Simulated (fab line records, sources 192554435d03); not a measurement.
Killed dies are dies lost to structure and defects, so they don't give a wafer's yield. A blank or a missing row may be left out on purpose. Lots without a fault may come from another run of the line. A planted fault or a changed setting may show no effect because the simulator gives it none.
fab line records | flow n5_finfet
record lots=11 wafers=33 last_day=20
route steps=1938 shown BEOL_M6@1256 BEOL_M7@1263 PASSIVATION@1936
lots that met no fault: from a run of the same line without faults
start_h: hours from the record's first day to the start of the lot's first wafer shown | wait_h: hours since the lot's step before | " the same as in the row above | L1.1+2: a row that stands for several wafers | - no value, or no start given | * or withheld: withheld | < > ~ a bound
route shown NAME@n: a module of which the file shows steps, and the number in the route of the first | usual: mean/standard deviation of fault-free wafers | same: alike in all rows | chamber/n: place in a boat | sites: the reading at each site | _std_site: their standard deviation | _edge_site: outer sites' mean less inner sites' | radius_mm: how far each site lies from the wafer's centre | mask NAME#n: copy n | behind: the tool/chamber that last shaped the wafer | hold: why the lot was held/for how many hours/how that ended | device: the transistor (n, p or np) that didn't switch | end of line: the same wafers' tests at the end of the route | a step without rows: its recipe alone | killed: dies lost to structure and defects at the first sort, not the wafer's yield | map: a wafer's dies, x killed, . not, _ none there
set.NAME: the setting as run; set.NAME@STEP: as run at that earlier step | model.NAME: the simulator's own value behind a step, which no gauge read
steps of the route over a sample of lots; a table a step, a row a wafer
services: from which hour (start_h, from the record's first day; less than 0 if before it) a tool's chamber was out of use, for how many hours, and why
## steps
# step N5_BEOL_M6_ANNEAL_51
# recipe temp_c=225 time_s=90 ambient=N2
# usual wafer_temp_C_max=225.70/0.18
# columns lot.wafer tool chamber start_h wait_h wafer_temp_C_max
L149.1 rtp_anneal-02 0 213.41 0.1 225.74
L149.4 " 0 " " 225.74
L149.6 " 0 " " 225.56
L151.2 rtp_anneal-01 0 226.00 0.2 225.73
L151.3 " 0 " " 225.85
L151.5 " 0 " " 225.51
L152.1 rtp_anneal-02 0 247.02 0.3 225.68
L152.4 " 0 " " 225.96
L152.5 " 0 " " 226.16
L156.1 rtp_anneal-02 0 249.51 0.1 225.88
L156.4 " 0 " " 225.65
L156.5 " 0 " " 225.56
L153.1 rtp_anneal-02 0 249.79 0.1 225.89
L153.4 " 0 " " 225.65
L153.6 " 0 " " 226.00
L155.2 rtp_anneal-01 0 254.98 0.2 225.62
L155.3 " 0 " " 225.52
L155.6 " 0 " " 225.72
L161.1 rtp_anneal-01 0 296.89 0.5 225.83
L161.4 " 0 " " 225.98
L161.5 " 0 " " 225.53
L162.4 rtp_anneal-02 0 300.83 0.2 225.79
L162.5 " 0 " " 226.04
L162.6 " 0 " " 225.86
L165.1 rtp_anneal-02 0 319.28 0.7 225.54
L165.5 " 0 " " 225.44
L165.6 " 0 " " 225.91
L168.2 rtp_anneal-02 0 327.76 0.1 225.73
L168.3 " 0 " " 225.90
L168.4 " 0 " " 226.10
L172.1 rtp_anneal-02 0 368.80 0.1 225.81
L172.2 " 0 " " 225.95
L172.5 " 0 " " 225.78
# step N5_BEOL_M6_DEP_56
# recipe material=SiCN target_thk_a=100 temp_c=withheld precursor=3MS/NH3 pressure_torr=3 rf_w=202 time_s=17.5
# usual showerhead_plenum_p_Torr=3.661/0.012 showerhead_vpp_V=866/41 throttle_valve_pct=9.2/0.6
# columns lot.wafer tool chamber start_h wait_h showerhead_plenum_p_Torr showerhead_vpp_V throttle_valve_pct
L149.1 pecvd-04 1 214.06 0.0 3.660 893 8.7
L149.4 " 0 " " 3.670 885 9.6
L149.6 " 1 " " 3.657 903 8.6
L151.2 pecvd-04 1 226.60 0.0 3.658 906 8.6
L151.3 " 0 " " 3.681 909 9.4
L151.5 " 2 " " 3.658 790 9.4
L152.1 pecvd-01 2 247.97 0.0 3.682 896 8.8
L152.4 " 2 " " 3.683 902 8.4
L152.5 " 0 " " 3.670 878 9.1
L156.1 pecvd-04 2 250.17 0.0 3.653 792 9.5
L156.4 " 0 " " 3.678 896 9.3
L156.5 " 1 " " 3.650 896 8.4
L153.1 pecvd-01 0 250.44 0.0 3.651 875 9.5
L153.4 " 0 " " 3.655 883 9.3
L153.6 " 1 " " 3.660 835 10.4
L155.2 pecvd-03 1 255.60 0.0 3.653 856 9.0
L155.3 " 0 " " 3.660 877 9.4
L155.6 " 1 " " 3.654 865 8.8
L161.1 pecvd-01 0 297.55 0.0 3.655 879 9.4
L161.4 " 0 " " 3.661 881 9.1
L161.5 " 2 " " 3.672 907 8.7
L162.4 pecvd-03 2 301.38 0.0 3.644 834 8.8
L162.5 " 2 " " 3.645 833 8.8
L162.6 " 1 " " 3.653 848 8.7
L165.1 pecvd-01 0 320.04 0.0 3.660 881 9.1
L165.5 " 0 " " 3.667 856 8.7
L165.6 " 1 " " 3.660 867 10.4
L168.2 pecvd-04 2 328.37 0.0 3.654 782 9.8
L168.3 " 1 " " 3.668 903 8.6
L168.4 " 1 " " 3.659 904 8.5
L172.1 pecvd-04 1 369.58 0.0 3.677 918 8.8
L172.2 " 2 " " 3.654 776 9.8
L172.5 " 1 " " 3.668 911 8.7
# step N5_BEOL_M7_ILD_DEP_00
# recipe material=SiCOH_lowk target_thk_a=1797.5 temp_c=300 precursor=DEMS/porogen pressure_torr=5 rf_w=500 time_s=33.4
# usual heater_power_outer_w=127/32 heater_power_w=291/32 showerhead_plenum_p_Torr=5.735/0.012 showerhead_vpp_V=1371/44 throttle_valve_pct=13.9/0.71
# columns lot.wafer tool chamber start_h wait_h heater_power_outer_w heater_power_w showerhead_plenum_p_Torr showerhead_vpp_V throttle_valve_pct
L149.1 pecvd-03 0 214.19 0.0 80 260 5.738 1383 14.1
L149.4 " 0 " " 85 266 5.761 1414 14.5
L149.6 " 1 " " 141 326 5.731 1323 13.6
L151.2 pecvd-03 0 226.74 0.0 118 307 5.742 1418 14.4
L151.3 " 1 " " 91 255 5.729 1346 13.2
L151.5 " 1 " " 97 255 5.726 1349 13.4
L152.1 pecvd-01 0 248.10 0.0 127 270 5.740 1358 14.3
L152.4 " 0 " " 128 270 5.731 1399 14.1
L152.5 " 1 " " 108 296 5.735 1357 15.7
L156.1 pecvd-03 1 250.30 0.0 107 276 5.722 1332 13.1
L156.4 " 0 " " 106 287 5.734 1383 14.5
L156.5 " 0 " " 108 287 5.736 1394 14.5
L153.1 pecvd-03 0 250.57 0.0 111 305 5.735 1390 14.2
L153.4 " 0 " " 115 308 5.737 1403 14.3
L153.6 " 0 " " 116 307 5.747 1383 14.1
L155.2 pecvd-02 1 255.75 0.0 135 271 5.743 1408 13.4
L155.3 " 0 " " 186 341 5.748 1286 13.6
L155.6 " 1 " " 134 277 5.726 1411 13.6
L161.1 pecvd-02 0 297.69 0.0 197 354 5.751 1305 13.5
L161.4 " 2 " " 112 259 5.744 1406 13.8
L161.5 " 1 " " 149 296 5.723 1413 13.4
L162.4 pecvd-01 2 301.54 0.1 139 299 5.743 1431 13.1
L162.5 " 1 " " 117 314 5.726 1326 15.9
L162.6 " 0 " " 123 261 5.730 1391 14.1
L165.1 pecvd-01 1 320.17 0.0 88 267 5.719 1363 15.8
L165.5 " 1 " " 93 277 5.734 1327 15.9
L165.6 " 0 " " 131 275 5.725 1352 14.2
L168.2 pecvd-03 0 328.50 0.0 123 316 5.729 1376 14.6
L168.3 " 2 " " 63 239 5.693 1306 13.6
L168.4 " 2 " " 65 257 5.716 1314 13.6
L172.1 pecvd-03 0 369.71 0.0 98 275 5.736 1394 14.6
L172.2 " 2 " " 99 283 5.713 1329 14.0
L172.5 " 0 " " 100 283 5.746 1388 14.4
# step N5_BEOL_M7_THK_MEAS_01
# recipe reads=SiCOH_lowk_of_BEOL_M7_ILD_DEP_00
# usual M7_ILD_THK=154.2/1.9
# columns lot.wafer tool chamber start_h wait_h M7_ILD_THK[nm]
L149.1 film_metro-02 - 214.79 0.4 152.0
L149.4 " - " " 154.6
L149.6 " - " " 154.9
L151.2 film_metro-02 - 227.33 0.4 151.4
L151.3 " - " " 153.5
L151.5 " - " " 156.0
L152.1 film_metro-02 - 248.68 0.4 155.3
L152.4 " - " " 158.8
L152.5 " - " " 157.1
L156.1 film_metro-01 - 250.90 0.4 151.4
L156.4 " - " " 155.7
L156.5 " - " " 154.3
L153.1 film_metro-02 - 251.65 0.8 150.3
L153.4 " - " " 154.3
L153.6 " - " " 153.6
L155.2 film_metro-01 - 256.33 0.4 153.3
L155.3 " - " " 153.1
L155.6 " - " " 155.5
L161.1 film_metro-02 - 298.27 0.4 179.0
L161.4 " - " " 181.6
L161.5 " - " " 181.3
L162.4 film_metro-01 - 302.26 0.2 154.9
L162.5 " - " " 153.7
L162.6 " - " " 157.5
L165.1 film_metro-02 - 321.23 0.8 153.7
L165.5 " - " " 156.2
L165.6 " - " " 157.5
L168.2 film_metro-02 - 329.08 0.4 150.3
L168.3 " - " " 152.7
L168.4 " - " " 154.1
L172.1 film_metro-01 - 370.29 0.4 152.5
L172.2 " - " " 151.7
L172.5 " - " " 152.3
# step N5_BEOL_M7_HM_DEP_02
# recipe material=TiN target_thk_a=200 temp_c=25 chamber_pressure_pa=0.49996
# usual throttle_valve_pct=30.5/0.68
# columns lot.wafer tool chamber start_h wait_h throttle_valve_pct
L149.1 pvd_sputter-01 - 215.38 0.5 30.9
L149.4 " - " " 31.3
L149.6 " - " " 31.6
L151.2 pvd_sputter-02 - 229.05 1.7 29.8
L151.3 " - " " 30.1
L151.5 " - " " 30.0
L152.1 pvd_sputter-02 - 250.02 1.3 30.8
L152.4 " - " " 30.1
L152.5 " - " " 30.2
L156.1 pvd_sputter-02 - 251.16 0.2 29.9
L156.4 " - " " 30.0
L156.5 " - " " 29.6
L153.1 pvd_sputter-01 - 251.77 0.1 30.9
L153.4 " - " " 31.7
L153.6 " - " " 30.2
L155.2 pvd_sputter-01 - 256.89 0.5 30.4
L155.3 " - " " 31.5
L155.6 " - " " 31.3
L161.1 pvd_sputter-01 - 298.87 0.5 30.9
L161.4 " - " " 31.3
L161.5 " - " " 31.6
L162.4 pvd_sputter-03 - 304.27 1.9 30.2
L162.5 " - " " 29.6
L162.6 " - " " 30.9
L165.1 pvd_sputter-01 - 322.47 1.2 30.9
L165.5 " - " " 31.6
L165.6 " - " " 31.4
L168.2 pvd_sputter-03 - 330.75 1.6 30.6
L168.3 " - " " 30.3
L168.4 " - " " 30.3
L172.1 pvd_sputter-01 - 370.82 0.5 30.7
L172.2 " - " " 31.9
L172.5 " - " " 31.3
# step N5_PASSIVATION_PROBE_49
# usual defect_limited_yield=91.1/1.5 killed_at_M0_to_M3=36/11 killed_at_M4_up=14/5.6 killed_at_contacts=11/5.6 killed_at_front_end=40/12 killed_at_other=4/3.2 killed_dies=105/17 killed_on_rim=14/3.4 killed_open=69/12 killed_short=34/8.4 sort_bin_5_function=5.2/0.95 sort_bin_6_memory=3.3/0.63 sort_n_pass=1075/17 sort_yield_pct=91.1/1.5
# same gross_dies=1180 killed_at_back_side=0 sort_bin_4_leakage[%]=0 sort_bin_8_speed[%]=0
# columns lot.wafer tool chamber start_h wait_h defect_limited_yield[%] killed_at_M0_to_M3 killed_at_M4_up killed_at_contacts killed_at_front_end killed_at_other killed_dies killed_on_rim killed_open killed_short sort_bin_5_function[%] sort_bin_6_memory[%] sort_n_pass sort_yield_pct[%]
L155.2 prober-01 - 339.82 0.1 89.4 21 29 16 59 0 125 13 81 41 6.5 3.7 1055 89.4
L155.3 prober-01 - 339.87 0.1 89.2 23 15 15 73 1 127 20 77 44 5.7 4.2 1053 89.2
L155.6 prober-01 - 340.02 0.3 88.6 35 20 19 59 1 134 20 91 37 6.4 4.4 1046 88.6
L156.1 prober-01 - 343.21 0.0 89.2 51 14 12 44 7 128 14 77 50 6.1 4.3 1052 89.2
L156.4 prober-01 - 343.36 0.2 91.4 49 8 10 29 6 102 14 64 37 5.5 2.9 1078 91.4
L156.5 prober-01 - 343.41 0.2 91.2 33 14 11 41 5 104 14 67 37 4.9 3.6 1076 91.2
# killed by level:class
L155.2 BEOL_M4:geometric_particle:open=21 FIN_SAQP:geometric_particle:short=15 MOL_CONTACT_COAG:geometric_particle:open=15 STI_FIN_REVEAL:geometric_particle:open=10 FIN_SAQP:geometric_particle:open=7 DUMMY_GATE:geometric_particle:open=7 BEOL_M0_SAQP:geometric_particle:short=6 BEOL_M2:geometric_particle:open=6
L155.3 STI_FIN_REVEAL:geometric_particle:open=13 FIN_SAQP:geometric_particle:open=11 MOL_CONTACT_COAG:geometric_particle:open=11 FIN_SAQP:geometric_particle:short=10 DUMMY_GATE:geometric_particle:open=9 GATE_CUT:geometric_particle:short=8 BEOL_M0_SAQP:geometric_particle:short=7 BEOL_M4:geometric_particle:open=5
L155.6 STI_FIN_REVEAL:geometric_particle:open=16 MOL_CONTACT_COAG:geometric_particle:open=15 GATE_CUT:geometric_particle:short=9 BEOL_M3:geometric_particle:open=8 BEOL_M4:geometric_particle:open=8 FIN_SAQP:geometric_particle:open=6 BEOL_M0_SAQP:geometric_particle:open=6 BEOL_M1:geometric_particle:open=6
L156.1 BEOL_M0_SAQP:geometric_particle:short=16 BEOL_M3:geometric_particle:open=11 STI_FIN_REVEAL:geometric_particle:open=10 MOL_CONTACT_COAG:geometric_particle:open=9 BEOL_M0_SAQP:geometric_particle:open=8 FIN_SAQP:geometric_particle:open=7 BEOL_M3:geometric_particle:short=7 BEOL_M2:geometric_particle:open=5
L156.4 BEOL_M1:geometric_particle:open=14 MOL_CONTACT_COAG:geometric_particle:open=8 BEOL_M2:geometric_particle:open=7 BEOL_M0_SAQP:geometric_particle:open=7 BEOL_M0_SAQP:geometric_particle:short=7 FIN_SAQP:geometric_particle:open=6 STI_FIN_REVEAL:geometric_particle:open=6 BEOL_M1:geometric_particle:short=5
L156.5 BEOL_M1:geometric_particle:open=9 STI_FIN_REVEAL:geometric_particle:open=9 BEOL_M0_SAQP:geometric_particle:short=9 DUMMY_GATE:geometric_particle:open=7 MOL_CONTACT_COAG:geometric_particle:open=7 FIN_SAQP:geometric_particle:open=5 BEOL_M6:geometric_particle:open=5 BEOL_M2:geometric_particle:open=5
## services
# columns tool chamber start_h hours kind
pecvd-02 - 190.02 14.6 pm
pecvd-03 1 192.86 2.1 scheduled_down
pecvd-04 0 200.85 2.1 scheduled_down
pecvd-03 2 212.06 18.9 repair
pecvd-02 0 215.90 2.2 repair
pecvd-03 - 270.21 0.6 repair
pecvd-04 0 273.01 5.5 scheduled_down
pecvd-03 2 281.38 5.5 scheduled_down
pecvd-04 0 282.82 14.2 repair
pvd_sputter-02 - 295.39 5.2 repair
pecvd-03 0 296.00 7.2 repair
pecvd-04 1 297.78 5.5 scheduled_down
pecvd-03 2 318.15 4.3 repair
pecvd-01 0 353.33 2.1 scheduled_down
pecvd-03 - 363.53 2.8 pm
pvd_sputter-02 - 366.81 8.6 repair
pecvd-03 0 370.12 2.1 scheduled_down
pecvd-01 1 370.45 5.5 scheduled_down
## key
first_sign step=N5_BEOL_M7_THK_MEAS_01 reading=M7_ILD_THK direction=up sigmas=14 usual=154.2 struck=180.6
effect none on later readings
met_at N5_BEOL_M7_ILD_DEP_00
struck_lots L161
not_acting_at N5_BEOL_M6_ANNEAL_51,N5_BEOL_M6_DEP_56,N5_BEOL_M7_HM_DEP_02
onset_between 255.75 297.69
fault kind=process_parameter_drift tool=pecvd-02 chamber=- onset_h=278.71 steps=N5_BEOL_M7_ILD_DEP_00 channel=target_thk_a offset=* shape=step acts_in=* stated=*
